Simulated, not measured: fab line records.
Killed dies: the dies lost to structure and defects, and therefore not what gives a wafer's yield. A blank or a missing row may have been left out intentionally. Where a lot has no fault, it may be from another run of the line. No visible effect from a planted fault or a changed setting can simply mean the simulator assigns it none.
What tool caused it?	flow n5-finfet	11 lots, 33 wafers sampled, at 5 steps of a route of 1938

== WHAT THE GAUGES READ, wafer by wafer ==
The record holds no reading of a measuring or inspecting step that can be judged against a usual standard deviation.

== TOOL THAT RAN EACH LOT (tool first, then ch and the chambers of the sampled wafers, then the start) ==
lot	N5_BEOL_M4_SPUTTER_88	N5_BEOL_M4_PRE_CLEAN_60	N5_BEOL_M5_ETCH_72	N5_BEOL_M5_HM_OPEN_17	N5_PASSIVATION_PROBE_49
L765	pvd-sputter-03, day 7 15:11	cvd-co-02 ch 0,1,2, day 7 17:06	rie-diel-01 ch 1,2,3, day 7 21:04	rie-metal-01 ch 0,1, day 7 21:18	-
L766	pvd-sputter-01, day 7 21:13	cvd-co-02 ch 0,1,2, day 7 22:56	rie-diel-06 ch 0,2,3, day 8 05:16	rie-metal-03 ch 0,1, day 8 05:29	-
L768	pvd-sputter-02, day 9 10:18	cvd-co-02 ch 0,1, day 9 12:00	rie-diel-05 ch 2,3, day 9 14:49	rie-metal-02 ch 0,1, day 9 15:03	-
L770	pvd-sputter-02, day 9 12:08	cvd-co-01 ch 0,1, day 9 13:52	rie-diel-01 ch 1,2,3, day 9 17:57	rie-metal-03 ch 0,1, day 9 18:11	-
L769	pvd-sputter-01, day 9 14:44	cvd-co-01 ch 0,1, day 9 16:26	rie-diel-01 ch 1,2, day 9 18:55	rie-metal-03 ch 0,1, day 9 19:08	-
L774	pvd-sputter-03, day 9 19:12	cvd-co-01 ch 0,1,2, day 9 20:55	rie-diel-05 ch 0,1,2, day 10 00:02	rie-metal-02 ch 0,1, day 10 00:15	-
L772	pvd-sputter-03, day 10 02:26	cvd-co-01 ch 1,2, day 10 04:08	rie-diel-06 ch 1,2,3, day 10 10:42	rie-metal-02 ch 0,1, day 10 10:55	-
L780	pvd-sputter-01, day 12 10:32	cvd-co-01 ch 0,1, day 12 12:14	rie-diel-06 ch 1,2,3, day 12 17:03	rie-metal-01 ch 0,1, day 12 17:16	prober-01, day 16 14:43
L783	pvd-sputter-03, day 12 14:51	cvd-co-01 ch 1,2, day 12 16:34	rie-diel-06 ch 0,1,2, day 12 19:42	rie-metal-02 ch 0,1, day 12 19:55	-
L784	pvd-sputter-01, day 12 18:47	cvd-co-01 ch 1,2, day 12 20:30	rie-diel-01 ch 2,3, day 13 02:23	rie-metal-01 ch 0,1, day 13 02:36	-
L787	pvd-sputter-03, day 14 00:12	cvd-co-01 ch 0,1, day 14 01:55	rie-diel-01 ch 0,2,3, day 14 06:01	rie-metal-01 ch 0, day 14 06:14	-
- N5_BEOL_M4_SPUTTER_88: material Cu, target thk 4.5 nm, time 8.29 s.
- N5_BEOL_M4_PRE_CLEAN_60: time 15 s.
- N5_BEOL_M5_ETCH_72: etches underlayer in N2/H2, target depth 6.5 nm, time 5.2 s.
- N5_BEOL_M5_HM_OPEN_17: chemistry Cl2/BCl3, target TiN, target depth 20 nm, overetch 6 nm.
- N5_PASSIVATION_PROBE_49

== WHAT THE TOOLS THEMSELVES READ (means of the sampled wafers that have a number; where no wafer has one, the mark that the record gives instead) ==
N5_BEOL_M4_SPUTTER_88.
lot	tool	throttle-valve-pct (%)
L765	pvd-sputter-03	29.0
L766	pvd-sputter-01	30.5
L768	pvd-sputter-02	31.4
L770	pvd-sputter-02	29.5
L769	pvd-sputter-01	29.9
L774	pvd-sputter-03	28.8
L772	pvd-sputter-03	29.2
L780	pvd-sputter-01	29.9
L783	pvd-sputter-03	29.6
L784	pvd-sputter-01	29.7
L787	pvd-sputter-03	29.6

N5_BEOL_M4_PRE_CLEAN_60.
lot	tool	heater-power-w (W)
L765	cvd-co-02	80
L766	cvd-co-02	81
L768	cvd-co-02	76
L770	cvd-co-01	87
L769	cvd-co-01	93
L774	cvd-co-01	87
L772	cvd-co-01	83
L780	cvd-co-01	88
L783	cvd-co-01	85
L784	cvd-co-01	85
L787	cvd-co-01	88

N5_BEOL_M5_ETCH_72.
lot	tool	drypump-motor-current-A (A)	etch-rf-on-time-s (s)	n2-flow-sccm (sccm)	oes-product-au (a.u.)	rf-vpp-V (V)	showerhead-plenum-p-Torr (Torr)	throttle-valve-pct (%)
L765	rie-diel-01	6.1	5.24	199.9	0.64	525.1	2.57	17.65
L766	rie-diel-06	5.9	5.35	200.1	0.62	522.0	2.49	18.02
L768	rie-diel-05	5.7	5.22	200.2	0.60	527.1	2.63	18.06
L770	rie-diel-01	6.2	5.21	199.6	0.63	523.9	2.57	17.65
L769	rie-diel-01	6.3	5.20	199.9	0.63	522.9	2.50	17.59
L774	rie-diel-05	5.8	5.20	200.3	0.60	522.2	2.48	17.91
L772	rie-diel-06	6.2	5.27	199.9	0.67	525.6	2.56	17.86
L780	rie-diel-06	6.2	5.67	200.8	0.62	524.1	2.55	17.88
L783	rie-diel-06	5.7	6.02	200.4	0.64	525.7	2.59	17.83
L784	rie-diel-01	6.0	5.37	199.9	0.59	522.7	2.55	17.87
L787	rie-diel-01	5.8	5.23	200.4	0.61	524.7	2.57	17.88

N5_BEOL_M5_HM_OPEN_17.
lot	tool	drypump-motor-current-A (A)	mfc-ar-sccm (sccm)	oes-product-au (a.u.)	throttle-valve-pct (%)
L765	rie-metal-01	5.5	25.06	0.54	22.19
L766	rie-metal-03	5.5	25.05	0.63	22.54
L768	rie-metal-02	6.4	24.99	0.61	22.03
L770	rie-metal-03	5.5	25.01	0.58	22.43
L769	rie-metal-03	5.5	25.03	0.59	22.43
L774	rie-metal-02	6.4	24.98	0.61	22.02
L772	rie-metal-02	6.4	25.07	0.61	22.01
L780	rie-metal-01	5.5	24.97	0.72	21.95
L783	rie-metal-02	6.3	25.03	0.66	22.15
L784	rie-metal-01	5.5	24.94	0.65	21.99
L787	rie-metal-01	5.5	24.98	0.78	21.91

N5_PASSIVATION_PROBE_49.
lot	tool	defect-limited-yield (%)	killed_at_M0_to_M3	killed_at_M4_up	killed-at-contacts	killed-at-front-end	killed-at-other	killed-dies	killed-open	killed-short	sort_bin_5_function (%)	sort_bin_6_memory (%)	sort-n-pass	sort-yield-pct (%)
L780	prober-01	91.4	27	11	21	38	4.0	101	68	32	5.6	2.8	1079	91.4

== THE ANSWER, worked out from the rows above alone ==
Rule: what is usual is taken from the lots themselves. The widest of any qualifying gaps counts: lots, ordered by their means at a reading, are off when they make up no more than a third of the lots, leave a main group of 4 or more, and stand apart from it by 3 or more times the standard deviation of that group's means. A main group whose means are all the same, to the digits that the tables above print for the reading, isn't used. A lot without any number at a reading at which 4 lots or more have one is off too. All remaining lots with rows at the step are treated as sound. The gauges are gone through in route order, then the tools' own readings, and for those a lot's mean is taken as printed above. The first step at which some lot is off is used, and at that step the reading that is off furthest; a lot without a number counts as furthest.
Off: L780, L783 (N5_BEOL_M5_ETCH_72, etch-rf-on-time-s). The main group has a mean of 5.25 s with a standard deviation of 0.06.
If a tool, at that step or one of the process steps before it, ran each lot that is off and ran no sound lot following the first of them, it fits. One candidate fits, namely rie-diel-06 at N5_BEOL_M5_ETCH_72. Its last sound lot is L772 (day 10 10:42), its first lot that is off L780 (day 12 17:03): a fault that began between those two fits.
On the lots that are off, the tool's own readings at N5_BEOL_M5_ETCH_72 differ by more than 5 times the standard deviation of the sound lots' means, which bears it out; etch-rf-on-time-s reads 5.84 s there versus 5.25 s on the sound lots.

== WHAT THE SIMULATOR HAD PUT IN ==
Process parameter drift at N5_BEOL_M5_ETCH_72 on rie-diel-06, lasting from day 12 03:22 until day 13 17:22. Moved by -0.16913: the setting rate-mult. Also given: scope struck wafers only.
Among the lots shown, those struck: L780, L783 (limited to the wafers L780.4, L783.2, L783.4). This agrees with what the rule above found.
